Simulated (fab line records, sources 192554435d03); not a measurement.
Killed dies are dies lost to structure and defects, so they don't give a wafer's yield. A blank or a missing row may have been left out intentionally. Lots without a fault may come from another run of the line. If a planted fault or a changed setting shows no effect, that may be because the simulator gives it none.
A struck lot beside a sound one | flow n5_finfet | 40 steps out of a route of 1938
Sound: wafers L247.1, L247.2, L247.3. The struck wafers were L237.3, L237.4, L237.5. At the end, the cause is stated.
Per side, at each step with rows, come the tool, then ch with its chambers, and then its first start. Under that, the readings that differ: sound wafers | struck wafers | difference of the means | sigmas: that difference in standard deviations of wafers without a fault.
alike: words and numbers the same on both sides, and readings whose means are apart by under 2 such deviations; not compared: readings that were withheld, readings missing a value for some wafer, numbers with overlapping values and no deviation given by the record, and bounds like >300 which may hide the same value.
The two part at a step that has a row with sigmas, a row that says differs or no value, or rows on one side only. Numbers that don't overlap but have no deviation are shown without sigmas and don't part them. Lack of a reading on every wafer of one side parts them only where that side has two or more wafers.

first, 11 steps without rows for these wafers: N5_DUMMY_REMOVAL_HM_STRIP_01 (strips SiNx in CH3F/O2, stops on poly-Si, target depth 4 nm, time 6.8 s); N5_DUMMY_REMOVAL_STRIP_10 (strips in N2/H2, time 40 s); N5_DUMMY_REMOVAL_PRECLEAN_07 (cleans in dHF, time 30 s); N5_DUMMY_REMOVAL_DUMMY_REMOVE_02 (chemistry TMAH, target poly-Si, stops on SiO2, target depth 142 nm, time 57 s, rinse time 30 s); N5_DUMMY_REMOVAL_PRECLEAN_08 (cleans in NF3:NH3, afs cycles 2, time 20 s, sublimation time 60 s); N5_DUMMY_REMOVAL_PRECLEAN_04 (cleans in DHF, time 37 s); N5_DUMMY_REMOVAL_SRD_05 (time 30 s); N5_HKMG_FIN_IL_REGROW_00 (material SiO2, chemistry O3, target thk 0.75 nm, time 30 s); N5_HKMG_FIN_HK_ALD_01 (deposits HfO2, target thk 1.6 nm, pulse time 3 s, purge time 3 s); N5_HKMG_FIN_HK_ANNEAL_02 (time 30 s); N5_HKMG_FIN_ALD_74 (deposits La2O3, target thk 0.5 nm, pulse time 6 s, co reactant pulse time 1 s).
N5_HKMG_FIN_ALD_75: deposits Al2O3, target thk 1 nm, co reactant pulse time 1 s.
  sound on ald_hk-03 ch 0,2,3, day 9 17:04; struck on ald_hk-03 ch 2,3, day 7 09:05
  no value came back on the struck wafers for heater_power_outer_w (W), heater_power_w (W), precursor_pulse_height_rel; on the sound wafers heater_power_outer_w (W) reads 93 93 74
then, 26 steps without rows for these wafers: N5_HKMG_FIN_COAT_41 (time 60 s, resist thk 300 nm); N5_HKMG_FIN_COAT_42 (time 60 s, resist thk 35 nm); N5_HKMG_FIN_COAT_43 (resist thk 90 nm); N5_HKMG_FIN_EBR_45; N5_HKMG_FIN_SOFTBAKE_44 (time 60 s); N5_HKMG_FIN_EXPOSE_46 (exposes mask NDIPOLE); N5_HKMG_FIN_PEB_47 (peb time 60 s); N5_HKMG_FIN_DEVELOP_48 (develop time 30 s); N5_HKMG_FIN_DESCUM_53 (chemistry O2, time 7.9 s); N5_HKMG_FIN_ETCH_54 (etches SiARC in CF4, target depth 45.5 nm, time 75.8 s); N5_HKMG_FIN_ETCH_55 (etches SOC in N2/H2, target depth 240 nm, time 300 s); N5_HKMG_FIN_STRIP_56 (strips in N2/H2); N5_HKMG_FIN_STRIP_57 (strips in CF4); N5_HKMG_FIN_ETCH_58 (etches SOC in N2/H2, target depth 215.8 nm, time 741 s); N5_HKMG_FIN_STRIP_93 (strips SOC in N2/H2, time 20 s); N5_HKMG_FIN_WET_ETCH_76 (etches Al2O3 in dNH4OH, stops on La2O3, target depth 2.25 nm, rinse time 30 s); N5_HKMG_FIN_STRIP_60 (strips in N2/H2, time 360 s); N5_HKMG_FIN_WET_ETCH_77 (etches La2O3 in dHCl, stops on HfO2, target depth 2 nm); N5_HKMG_FIN_WET_ETCH_78 (etches Al2O3 in dNH4OH, stops on La2O3, target depth 4.5 nm, rinse time 30 s); N5_HKMG_FIN_ALD_79 (deposits TiN, target thk 1.5 nm, pulse time 1 s, purge time 3 s); N5_HKMG_FIN_CVD_62 (deposits a-Si from Si2H6, target thk 3 nm, time 20.8 s); N5_HKMG_FIN_RTA_80 (time 2 s); N5_HKMG_FIN_PRECLEAN_64 (cleans in dHF, time 30 s); N5_HKMG_FIN_WET_ETCH_65 (etches a-Si in TMAH, stops on TiN, time 49 s, target depth 3 nm); N5_HKMG_FIN_WET_ETCH_81 (etches TiN in SC1, stops on HfO2, time 57 s, target depth 6 nm); N5_HKMG_FIN_WET_ETCH_82 (etches La2O3 in dHCl, stops on HfO2, target depth 2 nm, rinse time 30 s).
-- record jumps: 4 days separate the struck wafers' starts on either side; left off in module HKMG_FIN, taken up again in module BEOL_M4, whose first shown step is the route's number 1111 --
N5_BEOL_M4_RC_MEAS_101:
  sound on prober-01 ch 0, day 13 23:52; struck on prober-02 ch 0, day 11 09:58
  reading             | sound                      | struck                     | difference | sigmas
  IOFF_P (nA/um)      | 0.23 0.25 0.22             | 36.91 39.86 44.93          | +40.33     | +99 or more
  IOFF_P_85C (nA/um)  | 4.1 4.4 4.0                | 276.7 293.3 322.4          | +293.3     | +99 or more
  IOFF_P_LIN (nA/um)  | 0.108 0.116 0.104          | 17.353 18.197 20.142       | +18.455    | +99 or more
  IOFF_P_LONG (nA/um) | 0.000109 0.000103 0.000105 | 0.017826 0.017909 0.017738 | +0.017719  | +99 or more
  ION_P (uA/um)       | 460 477 457                | 650 646 651                | +184       | +26
  VT_N_LVT (mV)       | 98 97 101                  | 250 249 247                | +150       | +48
  VT_P (mV)           | -250 -248 -251             | -103 -102 -100             | +148       | +46
  VT_P_LONG (mV)      | -276 -274 -274             | -126 -127 -127             | +148       | +44
  alike: DIBL_N, DIBL_P, IOFF_N, ION_N, SS_N, SS_P, VT_N
-- a jump in the record: the struck wafers' starts before and after are 4 days apart (it breaks off in module BEOL_M4 and resumes in module PASSIVATION, where the first step shown is number 1936 of the route) --
N5_PASSIVATION_PROBE_49:
  only the struck wafers here have rows in the record (prober-02, day 15 15:29); the sound ones have none

## WHERE THEY PART
First at N5_HKMG_FIN_ALD_75; last, within this record, at N5_PASSIVATION_PROBE_49.

WHY: what the simulator had put in
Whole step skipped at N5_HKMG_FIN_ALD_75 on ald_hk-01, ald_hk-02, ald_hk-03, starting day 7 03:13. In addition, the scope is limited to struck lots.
